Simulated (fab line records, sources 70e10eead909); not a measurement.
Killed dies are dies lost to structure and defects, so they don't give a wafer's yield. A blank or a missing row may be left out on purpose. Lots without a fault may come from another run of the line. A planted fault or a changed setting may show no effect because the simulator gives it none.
fab line records | flow nand_harc
record lots=24 wafers=72 last_day=25
route steps=1159 shown A_STAIRCASE@566 A_SGD_CUT@758
lots that met no fault: from a run of the same line without faults
start_h: hours from the record's first day to the start of the lot's first wafer shown | wait_h: hours since the lot's step before | " the same as in the row above | L1.1+2: a row that stands for several wafers | - no value, or no start given | * or withheld: withheld | < > ~ a bound
route shown NAME@n: a module of which the file shows steps, and the number in the route of the first | usual: mean/standard deviation of fault-free wafers | same: alike in all rows | chamber/n: place in a boat | sites: the reading at each site | _std_site: their standard deviation | _edge_site: outer sites' mean less inner sites' | radius_mm: how far each site lies from the wafer's centre | mask NAME#n: copy n | behind: the tool/chamber that last shaped the wafer | hold: why the lot was held/for how many hours/how that ended | device: the transistor (n, p or np) that didn't switch | end of line: the same wafers' tests at the end of the route | a step without rows: its recipe alone | killed: dies lost to structure and defects at the first sort, not the wafer's yield | map: a wafer's dies, x killed, . not, _ none there
set.NAME: the setting as run; set.NAME@STEP: as run at that earlier step | model.NAME: the simulator's own value behind a step, which no gauge read
steps of the route over a sample of lots; a table a step, a row a wafer
services: from which hour (start_h, from the record's first day; less than 0 if before it) a tool's chamber was out of use, for how many hours, and why
## steps
# step NHARC_A_STAIRCASE_STRIP_175
# recipe power_w=1500 temp_c=250 chemistry=O2
# usual drypump_motor_current_A=5.66/0.28 heater_power_w=336/33
# columns lot.wafer tool chamber start_h wait_h drypump_motor_current_A heater_power_w rf_hours_counter_h
L074.2 plasma_asher-02 1 246.19 0.1 5.87 321 18
L074.1 " 0 " " 5.82 292 18
L074.3 " 1 " " 5.89 327 -
L075.2 plasma_asher-02 1 248.31 0.1 5.88 321 18
L075.1 " 0 " " 5.94 293 18
L075.3 " 0 " " 5.90 294 -
L077.1 plasma_asher-02 1 250.65 0.1 5.86 327 19
L077.3 " 1 " " 5.85 321 -
L077.6 " 1 " " 5.86 326 -
L076.1 plasma_asher-01 0 254.05 0.1 5.48 383 52
L076.4 " 0 " " 5.48 384 -
L076.6 " 0 " " 5.47 386 -
L079.2 plasma_asher-01 0 255.27 0.1 5.47 389 53
L079.1 " 1 " " 5.21 367 53
L079.6 " 1 " " 5.19 373 -
L078.1 plasma_asher-01 1 259.37 0.1 5.21 364 56
L078.3 " 0 " " 5.48 383 -
L078.6 " 1 " " 5.18 363 -
L081.2 plasma_asher-02 1 280.99 0.8 5.86 326 30
L081.3 " 1 " " 5.86 323 -
L081.4 " 0 " " 5.85 301 -
L083.1 plasma_asher-01 1 287.21 0.1 5.22 368 0
L083.4 " 0 " " 5.47 379 -
L083.3 " 1 " " 5.20 378 -
L080.1 plasma_asher-01 0 288.74 0.1 5.47 372 1
L080.3 " 1 " " 5.20 375 -
L080.4 " 0 " " 5.46 377 -
L082.1 plasma_asher-01 1 292.16 0.1 5.22 368 1
L082.3 " 0 " " 5.48 365 -
L082.5 " 1 " " 5.21 376 -
L084.2 plasma_asher-01 0 296.19 0.1 5.50 368 2
L084.4 " 1 " " 5.20 373 -
L084.3 " 0 " " 5.49 361 -
L089.3 plasma_asher-02 1 314.00 0.2 5.87 329 -
L089.5 " 0 " " 5.90 292 -
L089.6 " 1 " " 5.87 331 -
L085.1 plasma_asher-02 1 314.60 0.1 5.88 328 42
L085.4 " 1 " " 5.89 326 -
L085.3 " 0 " " 5.91 292 -
L087.4 plasma_asher-01 0 316.53 0.2 5.47 372 -
L087.5 " 0 " " 5.49 368 -
L087.6 " 1 " " 5.21 366 -
L086.4 plasma_asher-02 1 317.12 0.2 5.90 338 -
L086.3 " 0 " " 5.91 296 -
L086.6 " 0 " " 5.90 292 -
L088.1 plasma_asher-02 0 327.65 0.1 5.91 298 47
L088.2 " 1 " " 5.88 330 47
L088.4 " 1 " " 5.88 321 -
L091.2 plasma_asher-02 0 340.25 0.1 5.90 294 50
L091.3 " 1 " " 5.90 321 -
L091.4 " 0 " " 5.90 298 -
L090.2 plasma_asher-02 1 347.78 0.1 5.86 329 52
L090.5 " 1 " " 5.87 328 -
L090.6 " 0 " " 5.91 298 -
L093.2 plasma_asher-02 1 350.25 0.1 5.88 324 52
L093.3 " 0 " " 5.87 300 -
L093.6 " 0 " " 5.92 303 -
L094.2 plasma_asher-02 0 352.62 0.1 5.89 293 53
L094.3 " 1 " " 5.89 324 -
L094.5 " 1 " " 5.90 322 -
L092.2 plasma_asher-02 1 354.79 0.5 5.91 316 54
L092.5 " 1 " " 5.87 314 -
L092.6 " 0 " " 5.89 296 -
L096.4 plasma_asher-01 1 362.12 0.2 5.23 374 -
L096.5 " 0 " " 5.46 375 -
L096.6 " 1 " " 5.22 372 -
L095.2 plasma_asher-01 1 362.91 0.7 5.21 371 22
L095.1 " 0 " " 5.48 369 22
L095.4 " 0 " " 5.47 375 -
L097.2 plasma_asher-02 0 375.13 0.3 5.88 300 4
L097.1 " 1 " " 5.89 316 4
L097.5 " 0 " " 5.93 304 -
# step NHARC_A_STAIRCASE_STRIP_205
# recipe power_w=1500 temp_c=250 chemistry=O2
# usual drypump_motor_current_A=5.61/0.29 heater_power_w=342/34
# columns lot.wafer tool chamber start_h wait_h drypump_motor_current_A heater_power_w rf_hours_counter_h
L074.1 plasma_asher-01 1 249.76 0.1 5.23 357 51
L074.2 " 0 " " 5.46 380 51
L074.3 " 1 " " 5.19 356 -
L075.1 plasma_asher-02 0 252.43 0.1 5.93 300 20
L075.2 " 1 " " 5.87 334 20
L075.3 " 0 " " 5.95 301 -
L077.1 plasma_asher-02 0 254.89 0.1 5.89 302 21
L077.3 " 0 " " 5.85 302 -
L077.6 " 1 " " 5.89 320 -
L076.1 plasma_asher-01 0 257.68 0.1 5.47 387 55
L076.4 " 1 " " 5.19 361 -
L076.6 " 0 " " 5.47 377 -
L079.2 plasma_asher-02 1 258.86 0.1 5.87 321 23
L079.1 " 0 " " 5.91 288 23
L079.6 " 1 " " 5.88 325 -
L078.1 plasma_asher-01 0 263.26 0.2 5.48 398 57
L078.3 " 1 " " 5.23 366 -
L078.6 " 0 " " 5.48 386 -
L081.2 plasma_asher-02 0 284.90 0.1 5.85 297 33
L081.4 " 0 " " 5.88 299 -
L081.3 " 1 " " 5.90 322 -
L083.1 plasma_asher-02 0 291.03 0.1 5.87 295 34
L083.3 " 0 " " 5.89 298 -
L083.4 " 1 " " 5.89 326 -
L080.1 plasma_asher-01 0 292.44 0.2 5.48 384 1
L080.4 " 0 " " 5.48 367 -
L080.3 " 1 " " 5.19 366 -
L082.1 plasma_asher-02 1 296.12 0.1 5.85 319 35
L082.3 " 1 " " 5.86 323 -
L082.5 " 0 " " 5.88 294 -
L084.2 plasma_asher-01 1 300.08 0.1 5.22 369 5
L084.3 " 0 " " 5.48 368 -
L084.4 " 1 " " 5.23 373 -
L089.3 plasma_asher-01 1 317.92 0.2 5.20 385 -
L089.5 " 0 " " 5.48 372 -
L089.6 " 1 " " 5.22 378 -
L085.1 plasma_asher-02 1 319.87 0.1 5.89 328 43
L085.3 " 0 " " 5.89 291 -
L085.4 " 1 " " 5.90 322 -
L086.3 plasma_asher-01 1 322.34 0.2 5.19 370 -
L086.4 " 0 " " 5.46 384 -
L086.6 " 0 " " 5.47 370 -
L087.4 plasma_asher-01 0 322.62 0.3 5.48 368 -
L087.6 " 0 " " 5.49 369 -
L087.5 " 1 " " 5.23 375 -
L088.2 plasma_asher-02 1 331.36 0.1 5.91 316 48
L088.1 " 0 " " 5.87 296 48
L088.4 " 0 " " 5.91 300 -
L091.2 plasma_asher-02 1 345.19 0.1 5.88 327 51
L091.3 " 0 " " 5.91 295 -
L091.4 " 1 " " 5.90 324 -
L090.2 plasma_asher-02 0 354.27 0.1 5.82 291 54
L090.6 " 1 " " 5.88 325 -
L090.5 " 0 " " 5.92 296 -
L093.2 plasma_asher-02 1 355.81 1.1 5.91 329 55
L093.3 " 0 " " 5.90 301 -
L093.6 " 0 " " 5.89 296 -
L094.2 plasma_asher-01 1 356.86 0.1 5.19 382 18
L094.3 " 0 " " 5.47 379 -
L094.5 " 1 " " 5.21 364 -
L092.2 plasma_asher-01 0 358.93 0.1 5.47 381 19
L092.6 " 1 " " 5.21 367 -
L092.5 " 0 " " 5.45 382 -
L096.4 plasma_asher-01 1 366.40 0.9 5.21 374 -
L096.5 " 0 " " 5.49 367 -
L096.6 " 1 " " 5.20 368 -
L095.1 plasma_asher-01 0 369.17 2.6 5.47 376 26
L095.2 " 1 " " 5.18 374 26
L095.4 " 1 " " 5.20 368 -
L097.1 plasma_asher-02 0 379.49 0.3 5.87 304 6
L097.2 " 1 " " 5.87 306 6
L097.5 " 0 " " 5.88 306 -
# step NHARC_A_STAIRCASE_ALD_415
# recipe target_thk_a=300 pulse_time_s=6 ald_cycles=300 temp_c=300 material=SiO2
# usual heater_power_w=484/35 precursor_pulse_height_rel=0.999/0.02
# columns lot.wafer tool chamber start_h wait_h heater_power_w precursor_pulse_height_rel
L074.1 ald_hk-02 1 268.16 0.1 508 1.002
L074.2 " 3 " " 481 0.997
L074.3 " 0 " " 436 1.014
L075.2 ald_hk-01 2 269.32 0.1 513 1.023
L075.3 " 3 " " 502 0.969
L075.1 " 1 " " 455 0.957
L076.1 ald_hk-03 0 273.86 0.1 519 0.978
L076.4 " 3 " " 512 0.982
L076.6 " 1 " " 435 1.028
L077.1 ald_hk-01 0 275.62 0.8 435 1.002
L077.3 " 1 " " 452 1.004
L077.6 " 3 " " 507 1.016
L079.1 ald_hk-02 0 275.75 0.1 430 0.999
L079.2 " 2 " " 511 0.936
L079.6 " 1 " " 515 1.050
L078.3 ald_hk-03 3 281.89 0.1 512 1.016
L078.1 " 0 " " 499 0.976
L078.6 " 3 " " 508 0.974
L081.2 ald_hk-02 3 303.58 0.1 492 1.017
L081.3 " 1 " " 498 1.010
L081.4 " 2 " " 501 0.988
L083.4 ald_hk-02 2 312.56 0.1 503 0.992
L083.3 " 3 " " 483 1.007
L083.1 " 0 " " 436 0.978
L080.4 ald_hk-03 0 313.53 0.3 506 1.020
L080.1 " 1 " " 424 0.981
L080.3 " 2 " " 474 1.054
L082.3 ald_hk-01 1 317.68 0.5 449 0.992
L082.1 " 2 " " 519 0.984
L082.5 " 0 " " 434 0.992
L084.4 ald_hk-02 3 318.55 0.3 507 0.993
L084.3 " 0 " " 433 0.993
L084.2 " 1 " " 499 1.044
L089.3 ald_hk-03 1 339.74 0.8 419 1.013
L089.6 " 2 " " 482 0.997
L089.5 " 3 " " 542 0.991
L085.3 ald_hk-02 0 340.47 0.1 426 0.974
L085.4 " 2 " " 515 0.971
L085.1 " 3 " " 489 0.973
L086.4 ald_hk-03 1 343.58 0.3 407 0.992
L086.3 " 3 " " 533 0.970
L086.6 " 1 " " 419 0.977
L087.4 ald_hk-01 0 345.03 0.1 425 0.988
L087.6 " 0 346.89 1.9 440 1.003
L087.5 " 1 " " 450 0.982
L088.4 ald_hk-02 2 351.78 0.1 503 1.010
L088.2 " 3 " " 493 1.016
L088.1 " 1 " " 485 0.982
L091.3 ald_hk-01 0 364.78 2.5 436 1.030
L091.2 " 2 " " 508 0.954
L091.4 " 3 " " 502 0.984
L090.2 ald_hk-01 1 372.84 0.1 456 1.006
L090.6 " 1 " " 452 1.001
L090.5 " 2 " " 520 0.988
L093.3 ald_hk-03 2 374.63 0.1 487 1.011
L093.2 " 3 " " 535 1.005
L093.6 " 2 " " 489 1.013
L094.2 ald_hk-01 2 377.15 0.3 507 1.006
L094.3 " 3 " " 506 1.048
L094.5 " 1 " " 451 0.995
L092.2 ald_hk-03 2 381.74 0.8 496 0.992
L092.6 " 3 " " 542 0.977
L092.5 " 0 " " 508 1.025
L096.4 ald_hk-03 0 385.56 0.3 503 0.998
L096.5 " 3 " " 534 0.981
L096.6 " 0 " " 507 1.018
L095.2 ald_hk-03 3 389.44 0.1 516 0.990
L095.4 " 0 " " 517 0.967
L095.1 " 2 " " 498 0.995
L097.1 ald_hk-03 3 401.29 0.5 531 1.011
L097.2 " 0 " " 507 1.003
L097.5 " 1 " " 415 0.976
# step NHARC_A_STAIRCASE_DEP_325
# recipe target_thk_a=38000 temp_c=400 target_thk_nm=3800 teos_flow_sccm=200 rf_w=500 material=SiO2
# usual heater_power_w=681/100
# columns lot.wafer tool chamber start_h wait_h heater_power_w
L075.3 pecvd-02 2 300.00 0.1 782
L075.1 " 0 " " 821
L075.2 " 1 " " 789
L074.1 pecvd-01 1 300.00 0.1 696
L074.2 " 2 " " 677
L074.3 " 2 " " 624
L079.1 pecvd-04 0 307.53 0.1 541
L079.2 " 1 " " 686
L079.6 " 2 " " 682
L076.1 pecvd-01 0 307.60 0.2 688
L076.4 " 0 " " 643
L076.6 " 1 " " 696
L077.3 pecvd-02 0 308.11 0.6 933
L077.1 " 1 " " 686
L077.6 " 1 " " 653
L078.1 pecvd-04 1 315.16 0.1 657
L078.3 " 2 " " 822
L078.6 " 2 " " 685
L081.3 pecvd-04 2 333.60 0.1 799
L081.2 " 1 " " 693
L081.4 " 2 " " 694
L080.1 pecvd-01 2 343.68 0.1 661
L080.3 " 0 " " 707
L080.4 " 2 " " 628
L083.1 pecvd-04 0 343.84 0.2 503
L083.3 " 1 " " 675
L083.4 " 2 " " 681
L082.1 pecvd-04 0 353.71 0.1 627
L082.3 " 1 " " 705
L082.5 " 1 " " 567
L084.2 pecvd-01 1 353.85 0.2 745
L084.3 " 2 " " 618
L084.4 " 1 " " 715
L089.3 pecvd-02 1 370.10 0.1 777
L089.5 " 1 " " 644
L089.6 " 0 " " 805
L085.3 pecvd-04 0 370.11 0.1 527
L085.1 " 1 " " 664
L085.4 " 2 " " 678
L087.4 pecvd-01 1 370.44 0.4 704
L087.5 " 1 " " 709
L087.6 " 2 " " 613
L086.3 pecvd-02 0 370.67 0.6 1012
L086.6 " 0 " " 801
L086.4 " 1 " " 639
L088.1 pecvd-02 0 387.07 0.2 897
L088.2 " 1 " " 760
L088.4 " 2 " " 649
L091.2 pecvd-01 0 400.02 0.1 644
L091.3 " 1 " " 759
L091.4 " 0 " " 620
L090.2 pecvd-04 0 404.11 0.1 579
L090.6 " 1 " " 531
L090.5 " 2 " " 664
L093.3 pecvd-01 1 404.11 0.1 727
L093.2 " 2 " " 604
L093.6 " 1 " " 691
L094.3 pecvd-02 0 410.03 0.1 864
L094.2 " 1 " " 770
L094.5 " 0 " " 794
L095.2 pecvd-01 1 414.29 0.2 819
L095.1 " 0 " " 781
L095.4 " 1 " " 702
L092.2 pecvd-04 0 414.33 0.3 578
L092.6 " 1 " " 526
L092.5 " 2 " " 645
L096.4 pecvd-02 0 414.56 0.5 841
L096.5 " 1 " " 646
L096.6 " 2 " " 638
L097.2 pecvd-01 2 437.59 0.2 776
L097.1 " 1 " " 837
L097.5 " 1 " " 696
# step NHARC_A_STAIRCASE_STRIP_475
# recipe time_s=20 o2_flow_sccm=500 ar_flow_sccm=0 bias_w=0 chemistry=O2
# usual drypump_motor_current_A=5.7/0.4 oes_product_au=1.000/0.01 rf_vpp_V=57.9/0.91 showerhead_plenum_p_Torr=3.55/0.15 throttle_valve_pct=17.035/0.0096
# columns lot.wafer tool chamber start_h wait_h drypump_motor_current_A oes_product_au rf_hours_counter_h rf_vpp_V showerhead_plenum_p_Torr throttle_valve_pct
L075.3 rie_diel-02 1 - - 6.1 0.995 58 56.8 3.54 17.039
L075.1 " 2 " " 5.0 1.005 57 58.0 3.77 17.034
L075.2 " 3 " " 6.3 1.001 57 57.0 3.27 17.026
L074.1 rie_diel-05 3 - - 5.4 1.001 46 58.2 3.61 17.046
L074.2 " 1 " " 5.6 0.992 53 58.4 3.38 17.045
L074.3 " 2 " " 5.7 0.972 43 57.6 3.60 17.025
L076.4 rie_diel-02 2 - - 5.0 1.005 62 57.5 3.77 17.042
L076.1 " 3 " " 6.3 0.998 60 56.4 3.26 17.032
L076.6 " 1 " " 6.1 0.996 - 56.9 3.54 17.009
L079.2 rie_diel-05 3 - - 5.4 0.974 51 58.2 3.60 17.037
L079.1 " 0 " " 6.3 0.999 60 58.8 3.53 17.039
L079.6 " 2 " " 5.7 0.987 - 56.6 3.60 17.027
L077.3 rie_diel-02 2 - - 5.0 1.006 62 58.9 3.77 17.027
L077.1 " 3 " " 6.3 0.994 60 57.0 3.26 17.024
L077.6 " 0 " " 5.6 0.995 - 58.7 3.60 17.059
L078.3 rie_diel-05 2 - - 5.7 0.990 48 57.4 3.60 17.025
L078.1 " 3 " " 5.3 0.994 52 57.6 3.60 17.032
L078.6 " 2 " " 5.7 0.986 - 58.4 3.60 17.032
L081.3 rie_diel-02 2 346.35 0.2 5.0 1.009 4 58.5 3.77 17.035
L081.2 " 1 " " 6.1 1.006 4 58.4 3.54 17.047
L081.4 " 0 " " 5.6 0.995 - 57.7 3.60 17.022
L080.1 rie_diel-05 1 - - 5.6 1.014 3 56.4 3.37 17.019
L080.3 " 2 " " 5.7 0.990 3 57.2 3.60 17.033
L080.4 " 3 " " 5.3 1.005 3 58.3 3.60 17.035
L083.3 rie_diel-02 1 - - 6.1 0.998 11 57.9 3.53 17.041
L083.1 " 2 " " 5.0 1.008 11 56.3 3.76 17.032
L083.4 " 3 " " 6.4 0.998 1 58.9 3.81 17.038
L084.4 rie_diel-13 3 - - 6.1 0.994 35 57.6 3.27 17.037
L084.2 " 0 " " 5.6 0.997 35 57.0 3.51 17.051
L084.3 " 2 " " 5.3 1.019 28 58.1 3.62 17.034
L082.3 rie_diel-02 3 - - 6.3 1.011 5 59.8 3.81 17.034
L082.1 " 1 " " 6.1 0.986 16 56.7 3.53 17.020
L082.5 " 3 " " 6.3 1.002 - 57.2 3.80 17.039
L085.4 rie_diel-05 1 - - 5.6 1.013 14 57.9 3.36 17.038
L085.1 " 3 " " 5.4 1.021 16 56.3 3.59 17.043
L085.3 " 0 " " 6.3 1.006 15 58.2 3.52 17.029
L086.3 rie_diel-05 3 - - 5.4 1.022 16 57.6 3.59 17.037
L086.4 " 0 " " 6.3 0.999 15 59.9 3.52 17.033
L086.6 " 1 " " 5.6 1.008 - 58.0 3.36 17.023
L089.3 rie_diel-13 3 - - 6.1 1.001 43 57.3 3.27 17.040
L089.6 " 2 " " 5.3 1.005 - 57.8 3.62 17.033
L089.5 " 3 " " 6.1 0.999 - 58.7 3.27 17.042
L087.4 rie_diel-02 1 - - 6.1 0.988 23 57.5 3.53 17.036
L087.6 " 1 " " 6.1 0.993 - 56.9 3.53 17.023
L087.5 " 2 " " 5.0 1.004 - 57.9 3.76 17.041
L088.4 rie_diel-02 3 - - 6.3 1.007 13 58.4 3.80 17.025
L088.2 " 0 " " 5.6 1.003 24 57.3 3.59 17.026
L088.1 " 2 " " 5.0 1.009 25 57.7 3.76 17.037
L091.3 rie_diel-05 0 - - 6.3 0.990 26 59.0 3.51 17.027
L091.4 " 1 " " 5.6 1.010 26 57.0 3.36 17.050
L091.2 " 3 " " 5.3 1.019 27 56.8 3.58 17.026
L090.2 rie_diel-05 0 - - 6.3 0.995 26 58.4 3.51 17.028
L090.5 " 1 " " 5.6 1.009 - 56.2 3.36 17.033
L090.6 " 2 " " 5.7 1.004 - 57.8 3.58 17.059
L093.2 rie_diel-13 0 - - 5.6 0.996 53 58.7 3.50 17.030
L093.3 " 2 " " 5.3 1.013 45 58.2 3.62 17.039
L093.6 " 0 " " 5.6 1.001 - 57.1 3.50 17.024
L094.2 rie_diel-02 0 - - 5.6 1.004 29 59.8 3.59 17.029
L094.3 " 1 " " 6.1 0.984 32 58.1 3.52 17.020
L094.5 " 2 " " 5.0 1.010 - 58.1 3.75 17.041
L096.4 rie_diel-13 2 - - 5.3 1.001 49 58.7 3.61 17.042
L096.5 " 0 " " 5.6 0.988 - 58.4 3.50 17.030
L096.6 " 1 " " 5.8 0.985 - 56.5 3.27 17.031
L092.2 rie_diel-02 3 - - 6.4 0.999 22 58.4 3.80 17.025
L092.6 " 0 " " 5.6 0.999 - 58.1 3.59 17.045
L092.5 " 1 " " 6.1 1.004 - 56.5 3.52 17.046
L095.2 rie_diel-02 1 - - 6.1 0.996 33 58.2 3.52 17.054
L095.4 " 2 " " 5.1 1.022 34 58.8 3.75 17.025
L095.1 " 3 " " 6.3 1.002 22 59.7 3.80 17.039
L097.1 rie_diel-05 1 - - 5.6 1.008 40 55.6 3.35 17.022
L097.2 " 2 " " 5.7 1.002 41 58.7 3.57 17.037
L097.5 " 2 " " 5.7 0.996 - 57.3 3.57 17.030
# step NHARC_A_SGD_CUT_CD_MEAS_09
# recipe target_cd_nm=100 landing_energy_ev=500
# usual cd_nm=100.0/0.46
# columns lot.wafer tool chamber start_h wait_h cd_nm
L075.1 cd_sem-02 0 314.45 - 99.8
L075.2 " 0 " " 99.9
L075.3 " 0 " " 100.7
L074.1 cd_sem-02 0 314.61 - 99.6
L074.2 " 0 " " 99.8
L074.3 " 0 " " 99.8
L076.1 cd_sem-03 0 323.68 - 100.6
L076.4 " 0 " " 99.9
L076.6 " 0 " " 99.6
L079.1 cd_sem-03 0 323.86 - 100.0
L079.2 " 0 " " 99.7
L079.6 " 0 " " 100.0
L077.1 cd_sem-01 0 324.01 - 100.1
L077.3 " 0 " " 99.3
L077.6 " 0 " " 99.6
L078.1 cd_sem-01 0 328.84 - 99.4
L078.3 " 0 " " 100.5
L078.6 " 0 " " 100.5
L081.2 cd_sem-03 0 347.83 - 100.1
L081.3 " 0 " " 101.1
L081.4 " 0 " " 99.7
L080.1 cd_sem-01 0 357.95 - 99.7
L080.3 " 0 " " 99.7
L080.4 " 0 " " 99.1
L083.1 cd_sem-02 0 358.73 - 99.2
L083.3 " 0 " " 100.0
L083.4 " 0 " " 100.7
L084.2 cd_sem-03 0 368.65 - 99.9
L084.3 " 0 " " 100.0
L084.4 " 0 " " 100.0
L082.1 cd_sem-02 0 368.74 - 100.4
L082.3 " 0 " " 99.9
L082.5 " 0 " " 101.0
L085.1 cd_sem-02 0 386.24 - 100.3
L085.3 " 0 " " 99.7
L085.4 " 0 " " 100.4
L086.3 cd_sem-03 0 386.54 - 99.8
L086.4 " 0 " " 100.6
L086.6 " 0 " " 99.9
L089.3 cd_sem-01 0 386.71 - 100.3
L089.5 " 0 " " 100.0
L089.6 " 0 " " 99.2
L087.4 cd_sem-02 0 388.16 - 100.0
L087.5 " 0 " " 99.7
L087.6 " 0 " " 99.8
L088.1 cd_sem-02 0 400.41 - 99.6
L088.2 " 0 " " 99.9
L088.4 " 0 " " 99.8
L090.2 cd_sem-01 0 415.38 - 100.1
L090.5 " 0 " " 99.7
L090.6 " 0 " " 100.7
L091.2 cd_sem-02 0 415.61 - 99.3
L091.3 " 0 " " 100.1
L091.4 " 0 " " 99.7
L093.2 cd_sem-03 0 416.12 - 100.3
L093.3 " 0 " " 100.4
L093.6 " 0 " " 100.3
L094.2 cd_sem-03 0 424.12 - 99.4
L094.3 " 0 " " 99.8
L094.5 " 0 " " 100.2
L096.4 cd_sem-03 0 429.90 - 99.9
L096.5 " 0 " " 100.2
L096.6 " 0 " " 99.8
L092.2 cd_sem-01 0 430.27 - 100.3
L092.5 " 0 " " 100.6
L092.6 " 0 " " 100.4
L095.1 cd_sem-02 0 430.42 - 100.2
L095.2 " 0 " " 100.3
L095.4 " 0 " " 99.8
L097.1 cd_sem-01 0 451.70 - 100.7
L097.2 " 0 " " 100.7
L097.5 " 0 " " 100.6
## services
# columns tool chamber start_h hours kind
ald_hk-01 - 228.00 10.0 pm
pecvd-01 - 237.00 13.0 pm
rie_diel-05 3 249.08 2.5 repair
plasma_asher-02 - 265.54 3.1 repair
plasma_asher-01 - 276.14 9.0 pm
pecvd-01 0 288.31 11.8 repair
rie_diel-02 0 297.39 8.6 repair
ald_hk-03 - 311.09 1.8 repair
ald_hk-03 - 327.12 10.0 pm
rie_diel-02 - 327.74 9.0 pm
pecvd-02 0 329.73 4.6 repair
pecvd-02 - 334.39 13.0 pm
rie_diel-05 - 340.66 9.0 pm
rie_diel-02 3 340.85 15.6 repair
plasma_asher-01 - 349.15 7.4 repair
pecvd-01 0 351.15 6.1 repair
plasma_asher-02 - 360.03 9.0 pm
pecvd-01 0 365.15 14.1 repair
pecvd-04 - 366.98 0.5 repair
rie_diel-02 3 376.00 1.2 repair
pecvd-04 - 376.70 13.0 pm
ald_hk-01 - 406.00 10.0 pm
pecvd-01 - 418.00 13.0 pm
rie_diel-02 3 443.02 3.5 repair
## key
fault none
